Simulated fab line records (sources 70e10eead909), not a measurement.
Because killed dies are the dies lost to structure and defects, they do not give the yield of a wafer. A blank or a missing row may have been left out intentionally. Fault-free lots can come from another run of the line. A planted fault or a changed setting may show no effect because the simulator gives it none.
A lot that was struck, set against a sound lot | flow nand-harc | 27 out of 1302 route steps
Sound: wafers L850.2, L850.4, L850.5. Wafers L866.1, L866.2, L866.5 were the ones struck. Last of all comes the cause.
Each step with rows lists, per side, the tool, then ch with its chambers, then its first start. Under that, the readings that differ: sound wafers | struck wafers | difference of the means | sigmas: that difference in standard deviations of wafers without a fault.
alike: a reading whose means differ by less than 2 such deviations, as well as words and numbers matching on both sides. not compared: withheld readings; readings where some wafer has no value; bounds like >300 that might hide an equal value; numbers whose values overlap and for which the record gives no deviation.
A row with sigmas, a row that says differs or no value, or rows on one side alone: a step with any of these is where the two part. Numbers that don't overlap but have no deviation are shown without sigmas and don't part them. A reading that every wafer of one side lacks parts them only if that side has two wafers or more.

first, 4 steps without rows for these wafers: NHARC_P_GATE_PRECLEAN_71 (cleans in SC1); NHARC_P_GATE_SRD_72; NHARC_P_GATE_OXIDE_16 (material SiO2, target thk 3 nm, ox time 392 s); NHARC_P_GATE_CVD_17 (deposits poly-Si, target thk 150 nm, time 900 s).
NHARC_P_GATE_HM_DEP_102: deposits aC, target thk 120 nm.
  sound on acl-dep-01 ch 0, day 6 16:00; struck on acl-dep-02 ch 0, day 13 03:56
  alike: throttle-valve-pct
then, 7 steps without rows for these wafers: NHARC_P_GATE_DEP_103 (deposits SiON, target thk 30 nm); NHARC_P_GATE_DEHYDRATE_18 (time 120 s); NHARC_P_GATE_HMDS_19 (time 30 s); NHARC_P_GATE_COAT_20 (resist thk 90 nm); NHARC_P_GATE_SOFTBAKE_21 (time 55 s); NHARC_P_GATE_EBR_22; NHARC_P_GATE_EXPOSE_23 (exposes mask P GATE, target cd 120 nm).
NHARC_P_GATE_PEB_24: peb time 65 s.
  sound on litho-track-01 ch 0, day 6 17:02; struck on litho-track-04 ch 0, day 13 05:04
  reading                  | sound               | struck               | difference | sigmas
  heater-power-total-W (W) | 156.8 156.4 157.0   | 175.1 174.3 175.2    | +18.1      | +44
  plate-temp-C (C)         | 100.06 100.07 99.87 | 108.46 108.39 108.33 | +8.39      | +65
  alike: chill-plate-temp-C
then, 1 step without rows for these wafers: NHARC_P_GATE_DEVELOP_25 (develop time 35 s).
NHARC_P_GATE_CD_MEAS_26: target cd 120 nm.
  sound on cd-sem-02 ch 0, day 6 17:07; struck on cd-sem-01 ch 0, day 13 05:08
  reading    | sound             | struck         | difference | sigmas
  cd-nm (nm) | 120.8 119.3 119.5 | 96.1 95.0 95.2 | -24.4      | -31
NHARC_P_GATE_OVL_MEAS_27:
  struck on overlay-01, day 13 05:14; sound on overlay-01, day 6 17:12
  alike: overlay-x-nm, overlay-y-nm
NHARC_P_GATE_INSPECT_28:
  struck on defect-inspect-02, day 13 05:16; sound on defect-inspect-01, day 6 17:14
  alike: raw-defect-count
NHARC_P_GATE_DESCUM_31: chemistry O2, time 3 s.
  sound on rie-diel-02 ch 1,2,3, day 6 17:19; struck on rie-diel-12 ch 1,2, day 13 05:20
  reading                 | sound             | struck            | difference | sigmas
  model.P_GATE.cd-nm (nm) | 121.8 119.2 118.5 | 96.52 94.64 95.47 | -24.29     |
  alike: drypump-motor-current-A, oes-product-au, rf-vpp-V, showerhead-plenum-p-Torr, throttle-valve-pct
  not compared: rf-hours-counter-h
NHARC_P_GATE_ETCH_104: etches the open film in CF4/CHF3, target depth 60 nm.
  sound on rie-diel-02 ch 2,3, day 6 17:23; struck on rie-diel-12 ch 0,2,3, day 13 05:25
  alike: drypump-motor-current-A, oes-product-au, rf-vpp-V, showerhead-plenum-p-Torr, throttle-valve-pct
NHARC_P_GATE_HM_OPEN_105: chemistry O2/COS, target depth 360 nm.
  sound: rie-diel-02 ch 1,3; struck: rie-diel-12 ch 0,2
  alike: drypump-motor-current-A, oes-product-au, rf-vpp-V, showerhead-plenum-p-Torr, throttle-valve-pct
  not compared: rf-hours-counter-h
then, 1 step without rows for these wafers: NHARC_P_GATE_STRIP_106 (strips in O2/COS).
NHARC_P_GATE_ETCH_114: etches the open film in CF4/O2, target depth 30 nm, overetch 3 nm, time 16.5 s.
  sound: rie-diel-02 ch 1,2,3; struck: rie-diel-12 ch 1,2,3
  alike: drypump-motor-current-A, oes_f_703_au, oes-product-au, rf-vpp-V, showerhead-plenum-p-Torr, throttle-valve-pct
  not compared: rf-hours-counter-h
NHARC_P_GATE_ETCH_32: etches the open film in HBr/Cl2, target depth 150 nm, time 100.1 s.
  sound on rie-si-04 ch 1,3, day 6 17:46; struck on rie-si-05 ch 0,1,3, day 13 05:49
  reading                 | sound             | struck           | difference | sigmas
  model.P_GATE.cd-nm (nm) | 115.3 120.1 121.1 | 99.31 91.1 94.67 | -23.81     |
  alike: drypump-motor-current-A, hbr-flow-sccm, oes-product-au, throttle-valve-pct
  not compared: rf-hours-counter-h
NHARC_P_GATE_STRIP_108: strips in O2.
  sound on rie-diel-08 ch 0,1,3, day 6 17:55; struck on rie-diel-08 ch 0,2, day 13 05:58
  alike: drypump-motor-current-A, oes-product-au, rf-vpp-V, showerhead-plenum-p-Torr, throttle-valve-pct
  not compared: rf-hours-counter-h
NHARC_P_GATE_CD_MEAS_33:
  struck on cd-sem-03, day 13 06:07; sound on cd-sem-03, day 6 18:06
  reading    | sound       | struck    | difference | sigmas
  cd-nm (nm) | 114 121 119 | 100 90 95 | -23        | -7
then, 1 step without rows for these wafers: NHARC_P_GATE_STRIP_35 (strips in SPM, time 600 s).
-- break in the record here, with 19 days between the starts of the struck wafers on either side (left off in module P_GATE, picked up again in module END, where the first step shown is number 1302 on the route) --
NHARC_END_SORT_01:
  sound on prober-02 ch 0, day 26 23:33; struck on prober-02 ch 0, day 32 03:56
  reading             | sound     | struck      | difference | sigmas
  killed-at-periphery | 3 3 1     | 262 483 484 | +407       | +99 or more
  killed-dies         | 95 92 113 | 330 573 565 | +389       | +19
  alike: killed-at-array, killed-at-other, killed-open, killed-short

== WHERE THEY PART ==
Earliest at NHARC_P_GATE_PEB_24; latest, in this record, at NHARC_END_SORT_01.

WHY: what had been put in by the simulator
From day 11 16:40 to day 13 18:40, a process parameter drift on litho-track-04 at NHARC_P_GATE_PEB_24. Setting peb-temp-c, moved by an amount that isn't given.
